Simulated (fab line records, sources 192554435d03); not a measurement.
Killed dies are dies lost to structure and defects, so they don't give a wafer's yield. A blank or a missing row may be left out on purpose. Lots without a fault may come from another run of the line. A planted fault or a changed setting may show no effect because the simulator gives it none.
Problem report in the 8D (eight disciplines) form, filled by code | flow n5_finfet | the parts of the form that need people (team, actions taken, sign-off) are left out

1. THE PROBLEM
IOFF_P_LONG at N5_BEOL_M4_RC_MEAS_101 reads a mean of 0.000275 nA/um on 2 wafers of 2 lots; wafers without a fault read 0.000105 nA/um with a standard deviation of 8.3e-06. That is +20 standard deviations from the usual mean.
First seen on wafer L303.5, day 9 23:54, on prober-01. The record holds 28 wafers of 10 lots with a number at this step. Rule for "out", or "out of limits": more than 4 standard deviations from the usual mean. The other wafers with a number count as sound.

2. WHAT IT IS AND WHAT IT IS NOT
question                    | is                                                                     | is not
which readings at this step | IOFF_P_LONG, IOFF_P, IOFF_P_85C, IOFF_P_LIN, VT_N_LVT, VT_P, VT_P_LONG | DIBL_N, DIBL_P, IOFF_N, ION_N, SS_N, SS_P, VT_N
which lots                  | L303, L305                                                             | L297, L300, L302, L307, L312, L314, L315, L317
which wafers of those lots  | L303.5, L305.5                                                         | L303.6, L305.1
read on which gauges        | prober-01                                                              | prober-02
when                        | from day 9 23:54                                                       | up to then (10 sound wafers); but 16 sound wafers of L305, L307, L312, L314, L315, L317 came after

3. SUSPECTS, AND WHAT RULES EACH OUT
Counting: a tool at a process step up to the reading stays a suspect if it ran every lot that is out. Sound lots after the first of them don't rule it out here, since some wafers of a struck lot are sound.
- the gauge at N5_BEOL_M4_RC_MEAS_101: kept. All the wafers that are out were read on prober-01, and no step on other tools shows them out.
- ald_hk-03 at N5_HKMG_FIN_ALD_74 (deposits La2O3, target thk 0.5 nm, pulse time 6 s, co reactant pulse time 1 s): kept. It ran every lot that is out, first L303 (day 5 11:18); its last sound lot up to then is L302 (day 5 08:59).
- Within ald_hk-03 at N5_HKMG_FIN_ALD_74: the wafers that are out ran in chamber 3; their sound lot-mates ran in chambers 0, 2.
Left after counting: ald_hk-03 at N5_HKMG_FIN_ALD_74, prober-01 at N5_BEOL_M4_RC_MEAS_101.

4. THE CAUSE (what the simulator had put in)
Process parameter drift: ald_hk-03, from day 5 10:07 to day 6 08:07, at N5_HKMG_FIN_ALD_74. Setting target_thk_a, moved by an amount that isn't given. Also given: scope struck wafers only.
Counting left 2 suspects, and this tool is among them.

5. THE CHAIN OF EFFECTS, in route order
Each row: a reading whose mean over the struck wafers that have a number lies more than 3 standard deviations from the usual. Only readings for which the record gives a usual standard deviation are gone through. hours: the time from each lot's start at the first step in this table that gives one to its start at this step, as a median over the lots. sigmas: the change in usual standard deviations.
hours | step                    | reading            | usual          | on struck wafers | change    | sigmas
0     | N5_BEOL_M4_RC_MEAS_101  | IOFF_P             | 0.24 nA/um     | 0.72             | +0.48     | +7.9
0     | N5_BEOL_M4_RC_MEAS_101  | IOFF_P_85C         | 4.1 nA/um      | 10.3             | +6.2      | +7.5
0     | N5_BEOL_M4_RC_MEAS_101  | IOFF_P_LIN         | 0.110 nA/um    | 0.334            | +0.224    | +11
0     | N5_BEOL_M4_RC_MEAS_101  | IOFF_P_LONG        | 0.000105 nA/um | 0.000275         | +0.000170 | +20
0     | N5_BEOL_M4_RC_MEAS_101  | ION_P              | 465 uA/um      | 509              | +44       | +4.5
0     | N5_BEOL_M4_RC_MEAS_101  | VT_N_LVT           | 97 mV          | 133              | +36       | +8.2
0     | N5_BEOL_M4_RC_MEAS_101  | VT_P               | -249 mV        | -214             | +34       | +9.9
0     | N5_BEOL_M4_RC_MEAS_101  | VT_P_LONG          | -275.4 mV      | -242.7           | +32.7     | +12
108   | N5_PASSIVATION_PROBE_49 | sort_bin_4_leakage | 0.3 %          | 65.7             | +65.4     | +31
108   | N5_PASSIVATION_PROBE_49 | sort_n_pass        | 1070           | 287              | -783      | -28
108   | N5_PASSIVATION_PROBE_49 | sort_yield_pct     | 90.7 %         | 24.3             | -66.4     | -28
The process steps in it:
- N5_PASSIVATION_PROBE_49

6. WHAT WOULD HAVE CAUGHT IT SOONER
In this record the first reading out of limits at a measuring or inspecting step was taken at day 9 23:54, 110 hours after the fault began at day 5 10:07.
Of the tool readings at N5_HKMG_FIN_ALD_74 for which the record gives a usual standard deviation, none was out on any struck wafer, so an alarm limit of 4 standard deviations on them would not have fired.
All the lots that are out (2) had begun N5_HKMG_FIN_ALD_74 on ald_hk-03 by day 9 23:54. A hold on the tool at that time would have spared none of them.
